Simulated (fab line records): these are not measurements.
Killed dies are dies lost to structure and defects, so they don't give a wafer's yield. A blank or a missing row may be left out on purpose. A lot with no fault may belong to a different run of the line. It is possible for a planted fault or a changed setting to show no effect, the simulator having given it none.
Matching of chambers :: flow n5Finfet :: N5_HKMG_FIN_ALD_91 on aldMetal-03: 4 sister chambers
The step deposits TiN, target thk 1 nm, pulse time 1 s, purge time 3 s. 8 wafers are shown with their chamber, then 10 later ones without.

## WAFERS PAIRED WITH THEIR CHAMBERS
wafer: L083.1
chamber: 0
heaterPowerW (W): 1021
precursorPulseHeightRel: 1.002

wafer: L086.1
chamber: 1
heaterPowerW (W): 810
precursorPulseHeightRel: 0.984

wafer: L086.5
chamber: 3
heaterPowerW (W): 982
precursorPulseHeightRel: 0.977

wafer: L088.3
chamber: 0
heaterPowerW (W): 1043
precursorPulseHeightRel: 1.012

wafer: L088.5
chamber: 2
heaterPowerW (W): 884
precursorPulseHeightRel: 1.001

wafer: L088.6
chamber: 1
heaterPowerW (W): 800
precursorPulseHeightRel: 1.004

wafer: L092.2
chamber: 3
heaterPowerW (W): 951
precursorPulseHeightRel: 0.983

wafer: L092.3
chamber: 2
heaterPowerW (W): 878
precursorPulseHeightRel: 0.989

## WAFERS WITH NO CHAMBER GIVEN
wafer: L092.6
heaterPowerW (W): 1074
precursorPulseHeightRel: 0.974

wafer: L093.1
heaterPowerW (W): 1062
precursorPulseHeightRel: 1.010

wafer: L093.2
heaterPowerW (W): 851
precursorPulseHeightRel: 0.975

wafer: L093.3
heaterPowerW (W): 949
precursorPulseHeightRel: 1.038

wafer: L093.4
heaterPowerW (W): 1051
precursorPulseHeightRel: 1.000

wafer: L093.5
heaterPowerW (W): 896
precursorPulseHeightRel: 0.967

wafer: L093.6
heaterPowerW (W): 953
precursorPulseHeightRel: 1.025

wafer: L096.1
heaterPowerW (W): 970
precursorPulseHeightRel: 0.997

wafer: L096.3
heaterPowerW (W): 809
precursorPulseHeightRel: 0.990

wafer: L096.4
heaterPowerW (W): 879
precursorPulseHeightRel: 1.020

## WHICH CHAMBER EACH ONE RAN IN
wafer: L092.6
from the rows above: 0
in truth: 0

wafer: L093.1
from the rows above: 0
in truth: 0

wafer: L093.2
from the rows above: can't be placed: 2 or 1
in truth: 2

wafer: L093.3
from the rows above: can't be placed: 3 or 2 or 0
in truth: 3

wafer: L093.4
from the rows above: 0
in truth: 0

wafer: L093.5
from the rows above: can't be placed: 2 or 3
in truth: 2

wafer: L093.6
from the rows above: can't be placed: 3 or 0 or 2
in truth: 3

wafer: L096.1
from the rows above: 3
in truth: 3

wafer: L096.3
from the rows above: 1
in truth: 1

wafer: L096.4
from the rows above: 2
in truth: 2
Correct placement for 6 of the 10. Unplaceable from these rows: 4, with the true chamber sitting among the candidates in 4. Placed wrongly: 0.
How it was worked out, from the rows above alone: a wafer's distance from a chamber is the root of the sum, over the readings, of the square of ((its reading less the chamber's mean) divided by the reading's scatter). The wafer belongs to the nearest chamber; if the next one is less than 2 further off, it can't be placed. The mean given for a chamber averages the wafers shown for that chamber. How the scatter is found: for the shown wafers, subtract from each reading the mean of its chamber, square and add these, divide the total by (wafers less chambers), then take the root.
